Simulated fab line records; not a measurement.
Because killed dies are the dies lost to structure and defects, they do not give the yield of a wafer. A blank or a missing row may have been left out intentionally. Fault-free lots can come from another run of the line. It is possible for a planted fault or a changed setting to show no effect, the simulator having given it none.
fab line records	flow n5_finfet
record lots=24	wafers=72	last_day=17
route steps=1938 shown BEOL_M12@1650 BEOL_M13@1704 BEOL_M14@1748
lots with no fault: from the same line, run without faults
start_h: hours from the record's opening day to when the first of the lot's shown wafers began	wait_h: how many hours have passed since the lot's step before this one	" unchanged from the row above	L1.1+2: a row that stands for several wafers	- no value, or no start was given	* or withheld: withheld	< > ~ a bound
route shown NAME@n: a module of which the file shows steps, and the number in the route of the first	usual: mean/standard deviation taken from wafers without a fault	same: alike in all rows	chamber/n: place in a boat	sites: each site's reading	_std_site: standard deviation across them	_edge_site: the outer-site mean with the inner-site mean subtracted	radius_mm: how far each site lies from the wafer's centre	mask NAME#n: copy n	behind: the tool/chamber that last shaped the wafer	hold: the reason the lot was held/the length of the hold in hours/how it ended	device: names the non-switching transistor (n, p or np)	end of line: tests of these same wafers at the route's end	a step without rows: its recipe alone	killed: dies that structure and defects cost at the first sort, which is not the same as the wafer's yield	map: shows each die of a wafer: x if killed, . if not, _ if none is there
set.NAME: the run value of the setting; set.NAME@STEP: its run value at that earlier step	model.NAME: the simulator's own value behind a step, which no gauge read
the route's steps for a sample of lots (tables are steps, rows are wafers)
services: from which hour (start_h, from the record's first day; less than 0 if before it) a tool's chamber was out of use, for how many hours, and why
## steps
# step N5_BEOL_M12_SPUTTER_45
# recipe material=Cu	target_thk_a=800	temp_c=-20	bias_v=60	power_w=26000	chamber_pressure_pa=0.13	time_s=13.33
# usual throttle_valve_pct=30.1/0.41
lot.wafer	tool	chamber	start_h	wait_h	throttle_valve_pct
L074.1	pvd_sputter-02	-	232.25	0.0	30.2
L074.3	"	-	"	"	30.8
L074.6	"	-	"	"	29.9
L075.1	pvd_sputter-01	-	233.06	0.0	29.7
L075.4	"	-	"	"	29.6
L075.5	"	-	"	"	29.8
L076.2	pvd_sputter-01	-	236.51	0.0	31.1
L076.3	"	-	"	"	29.8
L076.6	"	-	"	"	30.0
L077.3	pvd_sputter-02	-	254.75	0.0	29.5
L077.4	"	-	"	"	30.2
L077.6	"	-	"	"	29.5
L078.1	pvd_sputter-01	-	261.78	0.0	30.2
L078.3	"	-	"	"	29.8
L078.5	"	-	"	"	30.7
L079.1	pvd_sputter-02	-	269.66	0.0	30.6
L079.5	"	-	"	"	29.9
L079.6	"	-	"	"	30.8
L080.1	pvd_sputter-02	-	275.48	0.0	30.7
L080.4	"	-	"	"	29.4
L080.6	"	-	"	"	30.5
L081.4	pvd_sputter-03	-	284.03	0.0	29.5
L081.5	"	-	"	"	29.6
L081.6	"	-	"	"	29.8
L082.2	pvd_sputter-02	-	289.10	0.0	30.0
L082.3	"	-	"	"	30.1
L082.6	"	-	"	"	30.2
L083.1	pvd_sputter-03	-	293.86	0.0	30.2
L083.2	"	-	"	"	29.7
L083.4	"	-	"	"	29.9
L086.2	pvd_sputter-03	-	294.62	0.0	30.0
L086.3	"	-	"	"	29.7
L086.5	"	-	"	"	30.1
L084.1	pvd_sputter-03	-	299.44	0.0	30.1
L084.2	"	-	"	"	29.8
L084.3	"	-	"	"	29.9
L085.2	pvd_sputter-03	-	300.54	0.0	29.8
L085.3	"	-	"	"	30.0
L085.4	"	-	"	"	30.5
L087.2	pvd_sputter-02	-	312.79	0.0	30.6
L087.3	"	-	"	"	30.2
L087.6	"	-	"	"	30.3
L088.1	pvd_sputter-01	-	322.64	0.0	30.0
L088.3	"	-	"	"	31.1
L088.4	"	-	"	"	30.7
L089.3	pvd_sputter-02	-	322.77	0.0	30.4
L089.5	"	-	"	"	30.3
L089.6	"	-	"	"	30.6
L091.2	pvd_sputter-03	-	333.15	0.0	30.4
L091.5	"	-	"	"	30.2
L091.6	"	-	"	"	30.7
L092.1	pvd_sputter-03	-	335.71	0.0	30.7
L092.4	"	-	"	"	29.8
L092.6	"	-	"	"	30.0
L090.2	pvd_sputter-03	-	336.20	0.0	29.8
L090.5	"	-	"	"	30.2
L090.6	"	-	"	"	30.3
L094.1	pvd_sputter-03	-	359.03	0.0	30.1
L094.2	"	-	"	"	29.6
L094.6	"	-	"	"	30.5
L096.2	pvd_sputter-01	-	364.05	0.0	30.0
L096.4	"	-	"	"	30.9
L096.5	"	-	"	"	29.9
L097.1	pvd_sputter-02	-	365.53	0.0	29.2
L097.2	"	-	"	"	30.2
L097.5	"	-	"	"	29.8
L095.1	pvd_sputter-03	-	366.42	0.0	29.9
L095.2	"	-	"	"	29.6
L095.4	"	-	"	"	30.7
L093.3	pvd_sputter-01	-	367.21	0.0	29.6
L093.4	"	-	"	"	29.7
L093.6	"	-	"	"	30.1
# step N5_BEOL_M12_CMP_49
# recipe stop_on=SiOC	t_overpolish_s=20.6	down_force_psi=1	platen_rpm=50	clearing_platen_down_force_psi=1.5	clearing_platen_rpm=50	post_cmp_clean=cu_alkaline	target_thk_nm=320	clearing_platen_pad_velocity_m_s=0.99484	pad_velocity_m_s=0.99484
# usual barrier_field_endpoint_s=30.4/0.55	motor_current_A=6.4/0.66	overpolish_run_s=20.600/0.0085	slurry_filter_dp_kPa=13.51/0.13	slurry_flow_ml_min=150.0/0.53
lot.wafer	tool	chamber	start_h	wait_h	barrier_field_endpoint_s	motor_current_A	overpolish_run_s	slurry_filter_dp_kPa	slurry_flow_ml_min
L074.1	cmp-04	1	233.09	0.3	31.1	6.4	20.592	13.32	149.9
L074.3	"	2	"	"	31.0	6.5	20.602	13.34	150.4
L074.6	"	2	"	"	30.9	6.3	20.586	13.55	150.5
L075.4	cmp-04	3	233.68	0.2	29.6	6.2	20.596	13.46	149.5
L075.1	"	0	"	"	29.8	5.5	20.593	13.41	150.2
L075.5	"	3	"	"	29.7	6.2	20.596	13.41	149.5
L076.2	cmp-01	1	237.50	0.2	30.6	6.3	20.596	13.53	149.7
L076.3	"	3	"	"	31.3	5.4	20.597	13.39	150.7
L076.6	"	1	"	"	30.1	6.4	20.598	13.57	149.9
L077.3	cmp-01	1	255.38	0.2	30.6	6.5	20.596	13.63	149.0
L077.4	"	2	"	"	30.4	5.2	20.584	13.52	150.0
L077.6	"	1	"	"	30.0	6.3	20.595	13.37	149.0
L078.1	cmp-02	2	262.43	0.3	30.4	6.5	20.605	13.31	149.7
L078.3	"	3	"	"	30.5	7.7	20.609	13.48	150.3
L078.5	"	1	"	"	30.7	6.3	20.591	13.37	149.5
L079.1	cmp-02	0	270.33	0.4	30.4	7.0	20.595	13.57	149.9
L079.5	"	1	"	"	30.6	6.3	20.593	13.57	150.2
L079.6	"	2	"	"	30.9	6.3	20.600	13.52	151.0
L080.1	cmp-02	0	276.13	0.3	30.2	7.1	20.617	13.42	150.2
L080.4	"	2	"	"	31.3	6.5	20.619	13.46	150.2
L080.6	"	1	"	"	30.5	6.3	20.597	13.36	150.2
L081.4	cmp-02	3	284.66	0.2	30.2	8.0	20.599	13.40	149.7
L081.5	"	1	"	"	30.8	6.1	20.606	13.48	149.1
L081.6	"	2	"	"	30.3	6.3	20.592	13.78	150.0
L082.2	cmp-01	1	290.24	0.2	30.3	6.7	20.600	13.50	149.7
L082.3	"	3	"	"	29.9	6.1	20.605	13.30	150.6
L082.6	"	0	"	"	30.4	5.8	20.592	13.62	150.1
L083.1	cmp-02	3	294.42	0.3	29.8	7.4	20.586	13.69	150.4
L083.4	"	0	"	"	30.0	6.7	20.605	13.70	149.8
L083.2	"	2	"	"	30.3	6.5	20.601	13.60	149.7
L086.3	cmp-01	0	295.22	0.2	29.9	6.1	20.598	13.50	149.4
L086.2	"	1	"	"	29.4	6.6	20.597	13.53	150.4
L086.5	"	3	"	"	30.3	5.8	20.589	13.59	149.8
L084.1	cmp-02	2	299.99	0.3	31.5	6.2	20.611	13.51	150.2
L084.3	"	0	"	"	31.1	6.6	20.593	13.50	150.1
L084.2	"	1	"	"	30.9	6.4	20.598	13.86	150.0
L085.3	cmp-01	0	301.21	0.2	30.0	5.8	20.611	13.45	149.2
L085.4	"	1	"	"	30.9	6.5	20.600	13.25	149.4
L085.2	"	3	"	"	30.3	5.7	20.621	13.46	150.5
L087.2	cmp-02	2	314.08	0.5	30.5	6.3	20.605	13.57	149.7
L087.3	"	3	"	"	31.0	7.7	20.606	13.44	149.8
L087.6	"	1	"	"	30.7	6.4	20.602	13.54	150.1
L088.3	cmp-02	3	323.24	0.2	30.6	7.6	20.596	13.33	149.8
L088.1	"	0	"	"	29.2	6.9	20.597	13.52	149.3
L088.4	"	1	"	"	30.6	6.2	20.604	13.71	149.9
L089.3	cmp-01	1	323.33	0.2	30.6	6.6	20.598	13.37	150.2
L089.5	"	1	"	"	30.5	6.2	20.615	13.65	150.5
L089.6	"	2	"	"	30.8	5.5	20.611	13.32	150.9
L091.2	cmp-01	2	333.71	0.2	29.2	5.6	20.601	13.39	150.0
L091.5	"	2	"	"	29.8	5.5	20.595	13.38	150.9
L091.6	"	3	"	"	30.2	5.9	20.614	13.55	149.6
L092.1	cmp-01	2	336.51	0.3	29.8	5.4	20.603	13.48	149.5
L092.4	"	0	"	"	29.2	5.8	20.611	13.59	150.2
L092.6	"	2	"	"	30.0	5.5	20.608	13.60	149.6
L090.2	cmp-02	1	336.91	0.2	31.7	6.2	20.601	13.51	150.6
L090.5	"	0	"	"	30.1	7.3	20.597	13.64	149.1
L090.6	"	1	"	"	30.8	5.9	20.598	13.65	149.8
L094.2	cmp-02	3	359.59	0.2	30.5	7.7	20.616	13.56	149.5
L094.1	"	0	"	"	30.8	6.9	20.607	13.51	150.4
L094.6	"	3	"	"	30.0	7.8	20.601	13.70	150.2
L096.4	cmp-01	3	365.45	0.2	30.0	5.9	20.603	13.59	150.3
L096.2	"	1	"	"	29.9	6.6	20.610	13.56	149.6
L096.5	"	3	"	"	29.9	5.9	20.602	13.71	151.0
L097.2	cmp-02	3	366.40	0.2	29.9	7.5	20.602	13.80	149.4
L097.1	"	1	"	"	29.8	6.2	20.598	13.52	149.1
L097.5	"	0	"	"	29.3	7.2	20.607	13.52	150.6
L095.2	cmp-02	0	366.99	0.2	30.5	7.1	20.590	13.58	150.4
L095.4	"	1	"	"	30.5	6.5	20.601	13.54	149.8
L095.1	"	3	"	"	30.3	7.7	20.604	13.43	150.5
L093.4	cmp-01	2	367.81	0.2	30.6	5.4	20.601	13.45	149.0
L093.3	"	3	"	"	30.5	6.0	20.607	13.40	150.1
L093.6	"	2	"	"	30.0	5.3	20.609	13.43	149.8
# step N5_BEOL_M12_RS_MEAS_54
# recipe thk_meas_gauge=four-point-probe	reads=Cu_of_BEOL_M12_ECD_47+Ta_of_BEOL_M12_SPUTTER_44+TaN_of_BEOL_M12_SPUTTER_43
# usual M12_RS=0.0595/0.00084
lot.wafer	tool	chamber	start_h	wait_h	M12_RS[ohm/sq]
L074.1	film_metro-01	-	233.51	0.0	0.0590
L074.3	"	-	"	"	0.0599
L074.6	"	-	"	"	0.0616
L075.1	film_metro-01	-	234.06	0.0	0.0597
L075.4	"	-	"	"	0.0616
L075.5	"	-	"	"	0.0599
L076.2	film_metro-01	-	237.89	0.0	0.0598
L076.3	"	-	"	"	0.0610
L076.6	"	-	"	"	0.0600
L077.3	film_metro-02	-	255.80	0.0	0.0585
L077.4	"	-	"	"	0.0601
L077.6	"	-	"	"	0.0608
L078.1	film_metro-02	-	262.77	0.0	0.0606
L078.3	"	-	"	"	0.0594
L078.5	"	-	"	"	0.0598
L079.1	film_metro-02	-	270.63	0.0	0.0595
L079.5	"	-	"	"	0.0592
L079.6	"	-	"	"	0.0578
L080.1	film_metro-01	-	276.55	0.0	0.0586
L080.4	"	-	"	"	0.0602
L080.6	"	-	"	"	0.0591
L081.4	film_metro-01	-	285.01	0.0	0.0596
L081.5	"	-	"	"	0.0589
L081.6	"	-	"	"	0.0592
L082.2	film_metro-02	-	290.62	0.0	0.0608
L082.3	"	-	"	"	0.0593
L082.6	"	-	"	"	0.0601
L083.1	film_metro-01	-	294.84	0.0	0.0593
L083.2	"	-	"	"	0.0595
L083.4	"	-	"	"	0.0594
L086.2	film_metro-01	-	295.60	0.0	0.0599
L086.3	"	-	"	"	0.0602
L086.5	"	-	"	"	0.0595
L084.1	film_metro-02	-	300.41	0.0	0.0587
L084.2	"	-	"	"	0.0589
L084.3	"	-	"	"	0.0581
L085.2	film_metro-01	-	301.63	0.0	0.0607
L085.3	"	-	"	"	0.0590
L085.4	"	-	"	"	0.0604
L087.2	film_metro-02	-	314.42	0.0	0.0597
L087.3	"	-	"	"	0.0590
L087.6	"	-	"	"	0.0599
L088.1	film_metro-02	-	323.62	0.0	0.0601
L088.3	"	-	"	"	0.0598
L088.4	"	-	"	"	0.0611
L089.3	film_metro-01	-	323.75	0.0	0.0595
L089.5	"	-	"	"	0.0612
L089.6	"	-	"	"	0.0597
L091.2	film_metro-01	-	334.13	0.0	0.0591
L091.5	"	-	"	"	0.0585
L091.6	"	-	"	"	0.0592
L092.1	film_metro-01	-	336.90	0.0	0.0589
L092.4	"	-	"	"	0.0603
L092.6	"	-	"	"	0.0587
L090.2	film_metro-01	-	337.29	0.0	0.0591
L090.5	"	-	"	"	0.0587
L090.6	"	-	"	"	0.0590
L094.1	film_metro-02	-	360.01	0.0	0.0590
L094.2	"	-	"	"	0.0573
L094.6	"	-	"	"	0.0594
L096.2	film_metro-01	-	365.85	0.1	0.0602
L096.4	"	-	"	"	0.0607
L096.5	"	-	"	"	0.0591
L097.1	film_metro-01	-	366.82	0.0	0.0602
L097.2	"	-	"	"	0.0600
L097.5	"	-	"	"	0.0589
L095.1	film_metro-01	-	367.41	0.0	0.0608
L095.2	"	-	"	"	0.0598
L095.4	"	-	"	"	0.0585
L093.3	film_metro-01	-	368.19	0.0	0.0575
L093.4	"	-	"	"	0.0588
L093.6	"	-	"	"	0.0598
# step N5_BEOL_M13_PRE_CLEAN_42
# recipe gas=H2/He	time_s=30	temp_c=250
# usual heater_power_w=337/34
lot.wafer	tool	chamber	start_h	wait_h	heater_power_w
L074.1	pvd_sputter-03	-	236.34	0.0	297
L074.3	"	-	"	"	349
L074.6	"	-	"	"	337
L075.1	pvd_sputter-03	-	237.80	0.0	352
L075.4	"	-	"	"	302
L075.5	"	-	"	"	359
L076.2	pvd_sputter-01	-	242.43	0.0	390
L076.3	"	-	"	"	362
L076.6	"	-	"	"	363
L077.3	pvd_sputter-01	-	260.49	0.0	342
L077.4	"	-	"	"	359
L077.6	"	-	"	"	392
L078.1	pvd_sputter-01	-	267.11	0.0	342
L078.3	"	-	"	"	372
L078.5	"	-	"	"	401
L079.1	pvd_sputter-03	-	275.25	0.0	294
L079.5	"	-	"	"	302
L079.6	"	-	"	"	351
L080.1	pvd_sputter-03	-	280.87	0.0	307
L080.4	"	-	"	"	301
L080.6	"	-	"	"	355
L081.4	pvd_sputter-02	-	289.22	0.0	290
L081.5	"	-	"	"	313
L081.6	"	-	"	"	389
L082.2	pvd_sputter-03	-	295.30	0.0	333
L082.3	"	-	"	"	354
L082.6	"	-	"	"	352
L083.1	pvd_sputter-03	-	299.70	0.0	297
L083.2	"	-	"	"	293
L083.4	"	-	"	"	343
L086.2	pvd_sputter-03	-	300.02	0.0	294
L086.3	"	-	"	"	304
L086.5	"	-	"	"	360
L084.1	pvd_sputter-01	-	306.15	0.0	308
L084.2	"	-	"	"	350
L084.3	"	-	"	"	398
L085.2	pvd_sputter-01	-	306.83	0.0	393
L085.3	"	-	"	"	318
L085.4	"	-	"	"	353
L087.2	pvd_sputter-03	-	317.52	0.0	343
L087.3	"	-	"	"	299
L087.6	"	-	"	"	291
L088.1	pvd_sputter-03	-	329.67	0.0	302
L088.3	"	-	"	"	333
L088.4	"	-	"	"	350
L089.3	pvd_sputter-03	-	330.03	0.0	307
L089.5	"	-	"	"	300
L089.6	"	-	"	"	302
L091.2	pvd_sputter-03	-	337.00	0.0	347
L091.5	"	-	"	"	292
L091.6	"	-	"	"	326
L092.1	pvd_sputter-01	-	339.87	0.0	366
L092.4	"	-	"	"	398
L092.6	"	-	"	"	385
L090.2	pvd_sputter-01	-	345.53	0.0	394
L090.5	"	-	"	"	359
L090.6	"	-	"	"	339
L094.1	pvd_sputter-02	-	362.91	0.0	423
L094.2	"	-	"	"	401
L094.6	"	-	"	"	278
L096.2	pvd_sputter-01	-	369.41	0.0	313
L096.4	"	-	"	"	399
L096.5	"	-	"	"	341
L097.1	pvd_sputter-03	-	371.34	0.0	306
L097.2	"	-	"	"	298
L097.5	"	-	"	"	298
L095.1	pvd_sputter-03	-	371.74	0.0	308
L095.2	"	-	"	"	301
L095.4	"	-	"	"	361
L093.3	pvd_sputter-01	-	371.97	0.0	359
L093.4	"	-	"	"	400
L093.6	"	-	"	"	394
# step N5_BEOL_M13_SPUTTER_45
# recipe material=Cu	target_thk_a=800	temp_c=-20	bias_v=60	power_w=26000	chamber_pressure_pa=0.13	time_s=13.33
# usual throttle_valve_pct=30.0/0.39
lot.wafer	tool	chamber	start_h	wait_h	throttle_valve_pct
L074.1	pvd_sputter-03	-	236.54	0.0	30.0
L074.3	"	-	"	"	29.8
L074.6	"	-	"	"	29.7
L075.1	pvd_sputter-03	-	238.00	0.0	29.7
L075.4	"	-	"	"	30.4
L075.5	"	-	"	"	29.6
L076.2	pvd_sputter-01	-	242.63	0.0	29.5
L076.3	"	-	"	"	30.0
L076.6	"	-	"	"	30.1
L077.3	pvd_sputter-01	-	260.69	0.0	29.9
L077.4	"	-	"	"	30.0
L077.6	"	-	"	"	29.7
L078.1	pvd_sputter-01	-	267.31	0.0	29.9
L078.3	"	-	"	"	30.1
L078.5	"	-	"	"	29.3
L079.1	pvd_sputter-03	-	275.45	0.0	30.1
L079.5	"	-	"	"	29.9
L079.6	"	-	"	"	29.7
L080.1	pvd_sputter-03	-	281.07	0.0	30.1
L080.4	"	-	"	"	30.2
L080.6	"	-	"	"	29.9
L081.4	pvd_sputter-02	-	289.42	0.0	29.8
L081.5	"	-	"	"	30.2
L081.6	"	-	"	"	29.5
L082.2	pvd_sputter-03	-	295.50	0.0	29.8
L082.3	"	-	"	"	29.7
L082.6	"	-	"	"	29.5
L083.1	pvd_sputter-03	-	299.90	0.0	30.3
L083.2	"	-	"	"	30.6
L083.4	"	-	"	"	29.7
L086.2	pvd_sputter-03	-	300.22	0.0	30.5
L086.3	"	-	"	"	30.0
L086.5	"	-	"	"	29.6
L084.1	pvd_sputter-01	-	306.35	0.0	30.8
L084.2	"	-	"	"	29.9
L084.3	"	-	"	"	29.7
L085.2	pvd_sputter-01	-	307.03	0.0	29.7
L085.3	"	-	"	"	31.0
L085.4	"	-	"	"	29.9
L087.2	pvd_sputter-03	-	317.72	0.0	29.8
L087.3	"	-	"	"	30.5
L087.6	"	-	"	"	30.4
L088.1	pvd_sputter-03	-	329.87	0.0	29.9
L088.3	"	-	"	"	29.6
L088.4	"	-	"	"	29.9
L089.3	pvd_sputter-03	-	330.23	0.0	29.9
L089.5	"	-	"	"	30.6
L089.6	"	-	"	"	30.2
L091.2	pvd_sputter-03	-	337.20	0.0	29.9
L091.5	"	-	"	"	30.3
L091.6	"	-	"	"	29.5
L092.1	pvd_sputter-01	-	340.07	0.0	30.0
L092.4	"	-	"	"	29.7
L092.6	"	-	"	"	29.8
L090.2	pvd_sputter-01	-	345.73	0.0	29.8
L090.5	"	-	"	"	29.8
L090.6	"	-	"	"	29.7
L094.1	pvd_sputter-02	-	363.11	0.0	30.5
L094.2	"	-	"	"	29.4
L094.6	"	-	"	"	30.0
L096.2	pvd_sputter-01	-	369.61	0.0	30.9
L096.4	"	-	"	"	29.5
L096.5	"	-	"	"	29.6
L097.1	pvd_sputter-03	-	371.54	0.0	30.6
L097.2	"	-	"	"	30.2
L097.5	"	-	"	"	30.6
L095.1	pvd_sputter-03	-	371.94	0.0	30.3
L095.2	"	-	"	"	30.6
L095.4	"	-	"	"	29.9
L093.3	pvd_sputter-01	-	372.17	0.0	29.9
L093.4	"	-	"	"	29.6
L093.6	"	-	"	"	29.6
# step N5_BEOL_M14_INSPECT_30
# recipe mode=adi	inspect_instrument=macro
# usual raw_defect_count=2.0/1.3
lot.wafer	tool	chamber	start_h	wait_h	raw_defect_count
L074.1	defect_inspect-02	-	240.80	0.0	0
L074.3	"	-	"	"	1
L074.6	"	-	"	"	3
L075.1	defect_inspect-01	-	241.42	0.0	0
L075.4	"	-	"	"	1
L075.5	"	-	"	"	3
L076.2	defect_inspect-01	-	245.84	0.0	1
L076.3	"	-	"	"	2
L076.6	"	-	"	"	4
L077.3	defect_inspect-01	-	263.33	0.0	0
L077.4	"	-	"	"	1
L077.6	"	-	"	"	3
L078.1	defect_inspect-02	-	269.97	0.0	3
L078.3	"	-	"	"	1
L078.5	"	-	"	"	4
L079.1	defect_inspect-01	-	278.25	0.0	4
L079.5	"	-	"	"	3
L079.6	"	-	"	"	2
L080.1	defect_inspect-01	-	283.79	0.0	5
L080.4	"	-	"	"	2
L080.6	"	-	"	"	2
L081.4	defect_inspect-01	-	292.51	0.0	3
L081.5	"	-	"	"	2
L081.6	"	-	"	"	1
L082.2	defect_inspect-01	-	298.09	0.0	0
L082.3	"	-	"	"	1
L082.6	"	-	"	"	4
L083.1	defect_inspect-02	-	302.51	0.0	2
L083.2	"	-	"	"	2
L083.4	"	-	"	"	3
L086.2	defect_inspect-02	-	303.45	0.0	2
L086.3	"	-	"	"	3
L086.5	"	-	"	"	4
L084.1	defect_inspect-01	-	309.00	0.0	4
L084.2	"	-	"	"	0
L084.3	"	-	"	"	2
L085.2	defect_inspect-01	-	309.62	0.0	5
L085.3	"	-	"	"	0
L085.4	"	-	"	"	3
L087.2	defect_inspect-02	-	320.64	0.0	2
L087.3	"	-	"	"	1
L087.6	"	-	"	"	4
L088.1	defect_inspect-01	-	332.59	0.0	3
L088.3	"	-	"	"	3
L088.4	"	-	"	"	1
L089.3	defect_inspect-01	-	332.74	0.0	1
L089.5	"	-	"	"	3
L089.6	"	-	"	"	0
L091.2	defect_inspect-01	-	339.92	0.0	2
L091.5	"	-	"	"	1
L091.6	"	-	"	"	2
L092.1	defect_inspect-01	-	343.04	0.0	1
L092.4	"	-	"	"	2
L092.6	"	-	"	"	1
L090.2	defect_inspect-01	-	348.36	0.0	2
L090.5	"	-	"	"	1
L090.6	"	-	"	"	1
L094.1	defect_inspect-01	-	366.04	0.0	2
L094.2	"	-	"	"	4
L094.6	"	-	"	"	1
L096.2	defect_inspect-01	-	372.73	0.0	1
L096.4	"	-	"	"	2
L096.5	"	-	"	"	1
L097.1	defect_inspect-01	-	374.13	0.0	1
L097.2	"	-	"	"	3
L097.5	"	-	"	"	3
L093.3	defect_inspect-02	-	375.30	0.0	1
L093.4	"	-	"	"	3
L093.6	"	-	"	"	1
L095.1	defect_inspect-01	-	375.60	0.0	2
L095.2	"	-	"	"	0
L095.4	"	-	"	"	2
## services
tool	chamber	start_h	hours	kind
cmp-04	-	213.26	4.0	pm
cmp-04	-	217.26	-	consumable_replace:conditioner
cmp-04	-	217.26	-	consumable_replace:pad
cmp-04	-	218.03	3.4	repair
cmp-02	-	226.81	4.0	pm
cmp-02	-	230.81	-	consumable_replace:conditioner
cmp-02	-	230.81	-	consumable_replace:pad
cmp-02	-	232.15	6.3	pm
cmp-04	-	242.97	1.0	repair
cmp-04	-	250.39	14.2	pm
cmp-02	-	253.63	2.3	repair
cmp-04	-	276.82	1.1	repair
cmp-01	-	326.51	0.5	repair
cmp-02	-	328.09	3.5	repair
pvd_sputter-03	-	338.38	2.8	repair
cmp-02	-	341.77	0.2	repair
cmp-01	-	349.86	1.8	repair
cmp-01	-	352.65	1.2	repair
## key
fault none
